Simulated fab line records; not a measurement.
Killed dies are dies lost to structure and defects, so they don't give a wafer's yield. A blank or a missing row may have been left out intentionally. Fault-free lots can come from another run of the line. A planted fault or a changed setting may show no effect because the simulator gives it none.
Matching of chambers | flow n5Finfet | N5_SD_EPI_N_ETCH_45 on rieDiel-04 has 4 sister chambers
The step etches SiOCN in CH3F/O2, target depth 6 nm. 4 wafers are shown with their chamber, then 7 later ones without.

## EACH WAFER AND ITS CHAMBER
wafer  | chamber | drypumpMotorCurrentA (A)
L687.4 | 1       | 6.0
L693.2 | 0       | 6.5
L699.4 | 2       | 5.8
L699.5 | 3       | 6.0

## WAFERS MISSING THEIR CHAMBER
wafer  | drypumpMotorCurrentA (A)
L699.6 | 5.9
L700.1 | 6.5
L700.4 | 6.5
L700.6 | 5.9
L703.1 | 6.5
L703.3 | 5.9
L703.4 | 5.9

## THE CHAMBER EACH PASSED THROUGH
wafer  | from the rows above          | in truth
L699.6 | can't be placed: 1 or 3 or 2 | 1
L700.1 | 0                            | 0
L700.4 | 0                            | 0
L700.6 | can't be placed: 1 or 3 or 2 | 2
L703.1 | 0                            | 0
L703.3 | can't be placed: 1 or 3 or 2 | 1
L703.4 | can't be placed: 1 or 3 or 2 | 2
Correctly placed: 3 of 7. Unplaceable from these rows: 4, with the true chamber sitting among the candidates in 4. Number placed wrongly: 0.
How it was worked out, from the rows above alone: a wafer's distance from a chamber is the root of the sum, over the readings, of the square of ((its reading less the chamber's mean) divided by the reading's scatter). If the next closest chamber is less than 2 further off than the closest, the wafer can't be placed; otherwise it belongs to the closest. A chamber's mean is the mean of its shown wafers. The scatter: root of mean squared gap, hidden wafer to nearest shown wafer, with one shown wafer a chamber.
